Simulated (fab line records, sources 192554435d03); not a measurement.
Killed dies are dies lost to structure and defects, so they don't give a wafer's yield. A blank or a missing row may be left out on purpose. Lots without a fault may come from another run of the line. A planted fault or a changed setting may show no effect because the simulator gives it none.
fab line records | flow n5_finfet
record lots=7 wafers=19 last_day=19
route steps=1938 shown BEOL_M3@969 BEOL_M4@1111
lots that met no fault: from a run of the same line without faults
start_h: hours from the record's first day to the start of the lot's first wafer shown | wait_h: hours since the lot's step before | " the same as in the row above | L1.1+2: a row that stands for several wafers | - no value, or no start given | * or withheld: withheld | < > ~ a bound
route shown NAME@n: a module of which the file shows steps, and the number in the route of the first | usual: mean/standard deviation of fault-free wafers | same: alike in all rows | chamber/n: place in a boat | sites: the reading at each site | _std_site: their standard deviation | _edge_site: outer sites' mean less inner sites' | radius_mm: how far each site lies from the wafer's centre | mask NAME#n: copy n | behind: the tool/chamber that last shaped the wafer | hold: why the lot was held/for how many hours/how that ended | device: the transistor (n, p or np) that didn't switch | end of line: the same wafers' tests at the end of the route | a step without rows: its recipe alone | killed: dies lost to structure and defects at the first sort, not the wafer's yield | map: a wafer's dies, x killed, . not, _ none there
set.NAME: the setting as run; set.NAME@STEP: as run at that earlier step | model.NAME: the simulator's own value behind a step, which no gauge read
lots at some steps of the route; a table a step, a row a wafer
services: from which hour (start_h, from the record's first day; less than 0 if before it) a tool's chamber was out of use, for how many hours, and why
## steps
# step N5_BEOL_M3_DESCUM_33
# recipe chemistry=O2 time_s=7 source_power_w=50 bias_power_w=20 pressure_mtorr=20 rf_frequency_hz=2.712e+07 temp_c=40 resist=CAR-EUV o2_flow_sccm=225
# usual bias_power_w=20.01/0.062 drypump_motor_current_A=5.6/0.44 oes_product_au=0.79/0.1 rf_vpp_V=243.4/1.5 showerhead_plenum_p_Torr=2.11/0.076 throttle_valve_pct=20.30/0.21
# columns lot.wafer tool chamber start_h wait_h bias_power_w drypump_motor_current_A oes_product_au rf_hours_counter_h rf_vpp_V showerhead_plenum_p_Torr throttle_valve_pct
L255.1 rie_diel-03 0 157.49 0.0 19.96 5.1 0.72 191 243.3 2.16 20.39
L255.3 " 2 " " 19.99 5.6 0.68 227 244.0 2.14 20.22
L255.5 " 3 " " 19.93 5.2 0.85 - 243.1 2.11 20.11
L264.2 rie_diel-05 1 238.08 0.0 20.03 5.4 0.85 72 243.9 2.20 20.09
L264.4 " 3 " " 20.05 4.9 0.69 - 243.8 2.15 20.43
L265.1 rie_diel-02 1 241.29 0.3 20.01 6.4 0.75 143 241.2 2.01 20.57
L265.2 " 3 " " 20.00 6.0 0.70 208 240.9 1.98 20.43
L265.4 " 3 " " 19.98 6.0 0.70 - 241.5 1.98 20.43
L266.1 rie_diel-02 1 247.39 0.7 19.83 6.5 0.74 147 241.5 2.01 20.60
L266.5 " 3 " " 19.89 6.0 0.71 - 240.8 1.98 20.44
L273.1 rie_diel-02 2 270.69 0.0 19.89 5.6 0.72 218 245.1 2.17 20.36
L273.2 " 1 " " 20.08 6.4 0.75 155 242.1 2.01 20.60
L273.6 " 0 " " 20.03 5.0 0.97 - 245.7 2.15 19.77
L277.3 rie_diel-03 2 284.30 0.0 20.01 5.7 0.96 9 244.7 2.12 19.92
L277.5 " 0 " " 20.03 5.1 0.69 - 243.1 2.14 20.44
L277.6 " 3 " " 20.02 5.2 0.79 - 243.6 2.10 20.16
L276.1 rie_diel-02 2 284.96 0.0 20.14 5.6 0.71 223 244.3 2.17 20.37
L276.4 " 2 " " 20.03 5.6 0.71 - 244.2 2.17 20.35
L276.5 " 3 " " 19.97 6.0 0.70 - 242.0 1.98 20.46
# step N5_BEOL_M3_ETCH_77
# recipe chemistry=N2/H2 target=underlayer target_depth_a=65 mask_material=CAR-EUV time_s=5.2 ion_energy_ev=200 pressure_mtorr=30 source_w=840 bias_w=150 n2_flow_sccm=200 h2_flow_sccm=200 ends=cleared
# step N5_BEOL_M3_ETCH_69
# recipe chemistry=CF4 target=SiARC target_depth_a=156 mask_material=CAR-EUV time_s=26 ion_energy_ev=80 pressure_mtorr=40 source_w=545 bias_w=36 Ar_flow_sccm=100 cf4_flow_sccm=100 ends=cleared
# usual drypump_motor_current_A=5.6/0.45 etch_rf_on_time_s=26.1/0.73 mfc_ar_sccm=100.06/0.29 oes_product_au=0.67/0.09 rf_vpp_V=184.2/1.2 showerhead_plenum_p_Torr=2.16/0.07 throttle_valve_pct=15.52/0.22
# columns lot.wafer tool chamber start_h wait_h drypump_motor_current_A etch_rf_on_time_s mfc_ar_sccm oes_product_au rf_hours_counter_h rf_vpp_V showerhead_plenum_p_Torr throttle_valve_pct
L255.1 rie_diel-03 0 157.55 0.0 5.1 25.4 99.92 0.63 191 186.6 2.21 15.63
L255.3 " 2 " " 5.6 27.0 99.83 0.57 227 184.2 2.18 15.53
L255.5 " 3 " " 5.1 25.8 100.09 0.73 - 185.2 2.18 15.38
L264.2 rie_diel-05 1 238.13 0.0 5.4 25.1 100.18 0.72 72 184.4 2.26 15.39
L264.4 " 3 " " 4.9 26.9 100.17 0.58 - 185.2 2.19 15.67
L265.1 rie_diel-02 1 241.34 0.0 6.4 26.5 99.99 0.64 143 184.3 2.08 15.80
L265.2 " 3 " " 6.0 26.5 100.00 0.62 208 181.9 2.06 15.79
L265.4 " 3 " " 6.0 26.7 99.98 0.60 - 184.0 2.06 15.79
L266.1 rie_diel-02 1 247.44 0.0 6.5 26.5 100.33 0.63 147 182.6 2.07 15.81
L266.5 " 3 " " 6.0 26.5 100.01 0.60 - 183.1 2.05 15.80
L273.1 rie_diel-02 2 270.75 0.0 5.6 27.4 99.92 0.60 218 185.5 2.19 15.48
L273.2 " 1 " " 6.4 26.7 100.39 0.63 155 182.5 2.07 15.81
L273.6 " 0 " " 5.0 25.4 100.20 0.83 - 183.7 2.19 14.98
L277.3 rie_diel-03 2 284.35 0.0 5.7 26.5 100.03 0.79 9 184.7 2.17 15.12
L277.5 " 0 " " 5.1 25.6 99.90 0.60 - 183.8 2.20 15.70
L277.6 " 3 " " 5.2 26.6 100.07 0.67 - 184.3 2.17 15.45
L276.1 rie_diel-02 2 285.01 0.0 5.6 27.0 100.38 0.59 223 185.1 2.19 15.49
L276.4 " 2 " " 5.6 27.3 100.17 0.59 - 185.0 2.19 15.50
L276.5 " 3 " " 6.0 26.8 100.15 0.59 - 181.4 2.05 15.84
# step N5_BEOL_M3_ALD_98
# recipe material=SiO2 target_thk_a=25 temp_c=100 ald_precursor_family=BDEAS ald_co_reactant=O2-plasma pulse_time_s=1 co_reactant_pulse_time_s=1 purge_time_s=2 co_reactant_purge_time_s=2 ald_cycles=17 pressure_torr=2
# usual heater_power_w=77/5.1 precursor_pulse_height_rel=1.000/0.022
# columns lot.wafer tool chamber start_h wait_h heater_power_w precursor_pulse_height_rel
L255.1 ald_sin-03 2 157.63 0.1 76 0.975
L255.3 " 1 " " 77 0.994
L255.5 " 0 " " 87 0.980
L264.2 ald_sin-01 2 238.22 0.1 78 1.018
L264.4 " 0 " " 73 0.958
L265.1 ald_sin-04 3 241.43 0.1 72 0.975
L265.2 " 1 " " 71 1.006
L265.4 " 2 " " 84 1.006
L266.1 ald_sin-01 2 247.52 0.1 79 1.042
L266.5 " 2 " " 79 1.007
L273.1 ald_sin-04 0 270.94 0.2 83 0.984
L273.2 " 3 " " 73 1.034
L273.6 " 3 " " 73 0.953
L277.3 ald_sin-03 2 284.64 0.3 75 1.026
L277.5 " 0 " " 85 0.938
L277.6 " 1 " " 79 0.973
L276.1 ald_sin-01 0 285.09 0.1 68 1.022
L276.4 " 2 " " 70 0.988
L276.5 " 0 " " 68 1.005
# step N5_BEOL_M3_ETCHBACK_99
# recipe chemistry=CHF3 target=SiO2 target_depth_a=50 time_s=10.4 source_w=215 bias_w=47 Ar_flow_sccm=200 CHF3_flow_sccm=12 ion_energy_ev=100 pressure_mtorr=30
# step N5_BEOL_M3_ETCH_70
# recipe chemistry=N2/H2 target=SOC target_depth_a=800 overetch_a=160 mask_material=SiARC temp_c=40 time_s=120 ion_energy_ev=200 pressure_mtorr=30 source_w=840 bias_w=150 n2_flow_sccm=200 h2_flow_sccm=200
# step N5_BEOL_M3_STRIP_71
# recipe chemistry=N2/H2 temp_c=40 n2_flow_sccm=200 h2_flow_sccm=200 rf_frequency_hz=6e+07
# step N5_BEOL_M3_STRIP_78
# recipe chemistry=N2/H2 temp_c=40 n2_flow_sccm=200 h2_flow_sccm=200 rf_frequency_hz=6e+07
# step N5_BEOL_M3_VIA_ETCH_34
# recipe chemistry=C4F6/O2 target_depth_a=694 mask_material=SOC pressure_mtorr=15 ion_energy_ev=250 taper_deg=4 time_s=65.9 source_w=350 bias_w=170 Ar_flow_sccm=300 C4F6_flow_sccm=10 O2_flow_sccm=10
# usual drypump_motor_current_A=5.6/0.42 mfc_ar_sccm=300.0/0.87 oes_product_au=0.81/0.11 rf_vpp_V=674/9 showerhead_plenum_p_Torr=2.87/0.1 throttle_valve_pct=30.57/0.23
# columns lot.wafer tool chamber start_h wait_h drypump_motor_current_A mfc_ar_sccm oes_product_au rf_hours_counter_h rf_vpp_V showerhead_plenum_p_Torr throttle_valve_pct
L255.1 rie_diel-05 2 160.39 0.0 5.6 299.1 0.67 237 679 2.70 30.62
L255.3 " 3 " " 5.0 300.4 0.70 215 684 2.93 30.67
L255.5 " 1 " " 5.4 300.1 0.89 - 684 3.03 30.55
L264.2 rie_diel-05 2 256.27 0.0 5.6 298.7 0.98 7 676 3.03 30.62
L264.4 " 1 " " 5.4 301.0 0.85 80 683 3.01 30.58
L265.1 rie_diel-05 0 269.95 0.0 5.6 300.4 0.92 22 659 2.78 30.51
L265.2 " 2 " " 5.6 299.3 0.98 10 677 3.03 30.64
L265.4 " 2 " " 5.6 299.3 0.97 - 677 3.03 30.64
L266.1 rie_diel-05 2 272.57 0.0 5.6 299.5 0.97 11 678 3.03 30.67
L266.5 " 0 " " 5.5 299.5 0.91 - 658 2.78 30.51
L273.1 rie_diel-03 3 288.06 0.0 5.2 301.0 0.80 85 687 2.89 30.86
L273.2 " 1 " " 6.4 300.0 0.90 25 665 2.79 30.32
L273.6 " 2 " " 5.6 299.6 0.94 - 676 2.89 30.20
L276.1 rie_diel-02 0 295.10 0.0 5.0 299.1 0.97 8 674 2.90 29.95
L276.4 " 3 " " 6.0 301.3 0.70 228 663 2.71 30.81
L276.5 " 2 " " 5.6 299.9 0.70 - 672 2.89 30.21
L277.3 rie_diel-02 2 299.62 0.0 5.6 299.8 0.69 227 672 2.89 30.21
L277.5 " 3 " " 6.0 301.0 0.69 - 665 2.71 30.82
L277.6 " 0 " " 5.0 299.5 0.96 - 674 2.90 29.96
# step N5_BEOL_M3_STRIP_83
# recipe chemistry=C4F6/O2 resist=SiARC rf_frequency_hz=6e+07
# step N5_BEOL_M3_STRIP_36
# recipe chemistry=N2/H2 power_w=450 temp_c=40 pressure_mtorr=20 rf_frequency_hz=6e+07 overash_fraction=0.3 bias_power_w=7 h2_frac=0.5 n2_flow_sccm=200 h2_flow_sccm=200
# step N5_BEOL_M3_TRENCH_ETCH_37
# recipe chemistry=C4F6/O2 target_depth_a=555.55 target=SiOC time_s=29.2 ion_energy_ev=250 pressure_mtorr=30 source_w=355 bias_w=185 Ar_flow_sccm=300 C4F6_flow_sccm=10 O2_flow_sccm=10
# usual drypump_motor_current_A=5.6/0.42 mfc_ar_sccm=300.0/0.97 oes_product_au=0.81/0.11 rf_vpp_V=675/8.9 showerhead_plenum_p_Torr=2.88/0.1 throttle_valve_pct=20.72/0.2
# columns lot.wafer tool chamber start_h wait_h drypump_motor_current_A mfc_ar_sccm oes_product_au rf_hours_counter_h rf_vpp_V showerhead_plenum_p_Torr throttle_valve_pct
L255.1 rie_diel-05 2 - - 5.6 300.8 0.67 237 681 2.70 20.88
L255.3 " 3 " " 4.9 299.7 0.70 215 684 2.93 20.84
L255.5 " 1 " " 5.4 299.9 0.89 - 682 3.03 20.67
L264.2 rie_diel-05 2 - - 5.6 298.6 0.99 7 677 3.03 20.64
L264.4 " 1 " " 5.4 299.4 0.84 80 681 3.01 20.72
L265.1 rie_diel-05 0 - - 5.6 299.0 0.92 22 658 2.78 20.72
L265.2 " 2 " " 5.5 298.1 0.97 10 678 3.03 20.64
L265.4 " 2 " " 5.6 298.5 0.97 - 677 3.03 20.64
L266.1 rie_diel-05 2 - - 5.6 301.3 0.97 11 676 3.03 20.65
L266.5 " 0 " " 5.6 301.0 0.92 - 658 2.78 20.72
L273.1 rie_diel-03 3 - - 5.1 300.3 0.80 85 686 2.90 20.80
L273.2 " 1 " " 6.4 300.6 0.90 25 664 2.79 20.42
L273.6 " 2 " " 5.7 300.0 0.95 - 675 2.89 20.38
L276.1 rie_diel-02 0 - - 5.0 299.1 0.95 8 675 2.91 20.17
L276.4 " 3 " " 6.0 300.8 0.70 228 666 2.72 21.00
L276.5 " 2 " " 5.6 299.5 0.69 - 674 2.90 20.56
L277.3 rie_diel-02 2 - - 5.6 300.2 0.68 227 674 2.90 20.58
L277.5 " 3 " " 6.0 299.5 0.69 - 664 2.72 21.02
L277.6 " 0 " " 5.0 298.4 0.95 - 674 2.91 20.18
# step N5_BEOL_M3_ETCH_41
# recipe chemistry=CH3F/O2 target=SiCN target_depth_a=299 taper_deg=2 time_s=52.5 ion_energy_ev=120 mask_material=TiN pressure_mtorr=30 source_w=395 bias_w=75 Ar_flow_sccm=150 CH3F_flow_sccm=30 O2_flow_sccm=20
# usual drypump_motor_current_A=5.6/0.41 mfc_ar_sccm=150.0/0.45 oes_product_au=0.81/0.11 rf_vpp_V=297.7/1.8 showerhead_plenum_p_Torr=2.02/0.075 throttle_valve_pct=16.19/0.21
# columns lot.wafer tool chamber start_h wait_h drypump_motor_current_A mfc_ar_sccm oes_product_au rf_hours_counter_h rf_vpp_V showerhead_plenum_p_Torr throttle_valve_pct model.etch.depth_nm
L255.1 rie_diel-05 2 160.52 - 5.6 150.4 0.67 237 294.0 1.89 16.42 19.92
L255.3 " 3 " " 4.9 150.3 0.70 215 298.3 2.07 16.37 19.78
L255.5 " 1 " " 5.4 149.3 0.90 - 299.3 2.13 16.09 20.56
L264.2 rie_diel-05 2 256.40 - 5.6 149.5 0.81 7 299.1 2.14 16.04 14.83
L264.4 " 1 " " 5.4 149.3 0.84 80 299.5 2.12 16.16 20.38
L265.1 rie_diel-05 0 270.08 - 5.6 149.7 0.76 22 294.7 1.95 16.17 14.71
L265.2 " 2 " " 5.6 149.3 0.81 10 299.7 2.13 16.03 14.97
L265.4 " 2 " " 5.6 149.6 0.96 - 299.5 2.14 16.04 20.59
L266.1 rie_diel-05 2 272.76 - 5.6 149.7 0.80 11 299.0 2.13 16.04 14.97
L266.5 " 0 " " 5.6 149.4 0.91 - 296.4 1.95 16.16 20.06
L273.1 rie_diel-03 3 288.19 - 5.1 149.3 0.80 85 297.9 2.03 16.21 20.04
L273.2 " 1 " " 6.4 149.7 0.91 25 296.2 1.96 15.83 20.27
L273.6 " 2 " " 5.6 149.3 0.94 - 298.7 2.03 15.83 20.05
L276.1 rie_diel-02 0 295.23 - 5.0 150.2 0.97 8 297.2 2.05 15.64 20.49
L276.4 " 3 " " 6.0 150.3 0.70 228 294.9 1.90 16.47 19.37
L276.5 " 2 " " 5.6 150.2 0.70 - 299.5 2.04 16.16 19.32
L277.3 rie_diel-02 2 299.75 - 5.5 149.6 0.69 227 298.6 2.04 16.15 19.1
L277.5 " 3 " " 6.0 149.6 0.69 - 295.6 1.90 16.48 19.24
L277.6 " 0 " " 5.0 149.4 0.96 - 297.6 2.04 15.64 20.41
# step N5_BEOL_M3_STRIP_97
# recipe chemistry=N2/H2 time_s=10 power_w=450 temp_c=40 pressure_mtorr=20 rf_frequency_hz=6e+07 bias_power_w=7 n2_flow_sccm=200 h2_flow_sccm=200
# step N5_BEOL_M4_RC_MEAS_101
# usual DIBL_N=36.0/1.9 DIBL_P=35.6/2.2 IOFF_N=0.15/0.031 IOFF_P=0.19/0.032 ION_N=668/11 ION_P=455/7.2 SS_N=71.5/0.65 SS_P=73.4/0.64 VT_N=251/3.6 VT_P=-253/3.3
# columns lot.wafer tool chamber start_h wait_h DIBL_N[mV/V] DIBL_P[mV/V] IOFF_N[nA/um] IOFF_P[nA/um] ION_N[uA/um] ION_P[uA/um] SS_N[mV/dec] SS_P[mV/dec] VT_N[mV] VT_P[mV]
L255.1 prober-01 0 190.02 0.0 37.8 36.5 0.18 0.22 673 455 70.8 72.9 247 -249
L255.3 " 0 " " 34.8 32.4 0.13 0.16 662 458 70.9 72.3 254 -255
L255.5 " 0 " " 34.9 32.4 0.13 0.16 660 450 70.6 72.4 253 -253
L264.2 prober-02 0 277.37 0.2 34.3 34.2 0.13 0.18 665 452 72.5 72.6 252 -252
L264.4 " 0 " " 32.2 32.5 0.11 0.16 653 449 70.8 72.8 253 -253
L265.1 prober-01 0 288.16 0.0 35.0 34.0 0.14 0.17 665 455 71.5 73.4 251 -252
L265.2 " 0 " " 35.0 35.2 0.14 0.19 667 461 70.5 73.4 249 -249
L265.4 " 0 " " 35.8 35.6 0.16 0.20 677 457 69.9 73.8 247 -251
L266.1 prober-02 0 292.04 0.0 35.0 32.8 0.13 0.16 653 449 71.0 73.1 254 -253
L266.5 " 0 " " 33.8 31.3 0.12 0.15 658 451 69.9 72.9 251 -254
L273.1 prober-02 0 313.66 0.0 39.0 37.8 0.18 0.21 668 457 71.8 74.2 249 -252
L273.2 " 0 " " 36.6 35.2 0.15 0.18 674 453 70.4 73.2 252 -253
L273.6 " 0 " " 36.7 35.5 0.15 0.18 682 458 71.2 73.5 252 -255
L276.1 prober-02 0 325.81 0.0 39.4 40.4 0.24 0.31 692 473 73.1 74.7 244 -243
L276.4 " 0 " " 37.2 36.9 0.18 0.23 681 465 72.0 73.5 248 -248
L276.5 " 0 " " 36.8 36.4 0.17 0.22 673 456 72.0 73.3 248 -249
L277.3 prober-02 0 334.02 0.3 31.3 31.4 0.09 0.12 643 437 70.9 73.3 258 -261
L277.5 " 0 " " 30.9 31.4 0.09 0.12 644 437 71.8 72.3 260 -263
L277.6 " 0 " " 33.4 34.2 0.12 0.14 659 441 71.5 73.0 257 -262
## services
# columns tool chamber start_h hours kind
ald_sin-03 - 140.53 6.0 pm
rie_diel-05 - 154.02 2.8 pm
rie_diel-02 1 154.53 9.8 repair
ald_sin-04 2 168.95 1.8 repair
rie_diel-05 3 171.94 12.6 repair
ald_sin-03 - 176.75 14.0 pm
rie_diel-05 0 184.97 - clean
rie_diel-05 0 184.97 - consumable_replace:focus_ring
rie_diel-05 0 184.97 23.1 scheduled_down
rie_diel-05 0 184.97 23.1 vent_cycle
ald_sin-01 0 190.28 2.5 repair
rie_diel-03 0 202.03 2.2 repair
rie_diel-05 2 208.17 - clean
rie_diel-02 1 229.90 7.5 repair
rie_diel-02 0 237.40 - clean
rie_diel-02 0 237.40 - consumable_replace:focus_ring
rie_diel-02 0 237.40 18.5 scheduled_down
rie_diel-02 0 237.40 18.5 vent_cycle
ald_sin-03 0 257.70 4.1 repair
ald_sin-01 - 268.25 14.0 pm
rie_diel-05 1 270.40 3.0 repair
rie_diel-02 0 274.42 7.1 repair
ald_sin-04 0 285.93 3.3 repair
ald_sin-03 2 290.01 10.4 repair
## key
first_sign none at tools or gauges
model_effect step=N5_BEOL_M3_ETCH_41 value=etch.depth_nm without=20.37 struck=14.87
met_at N5_BEOL_M3_ETCH_41
struck_wafers L264.2,L265.1,L265.2,L266.1
onset_between 160.52 256.40
fault kind=process_parameter_drift tool=rie_diel-05 chamber=- onset_h=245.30 steps=N5_BEOL_M3_ETCH_41 channel=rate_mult offset=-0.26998 shape=step end_h=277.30 scope=struck_wafers_only
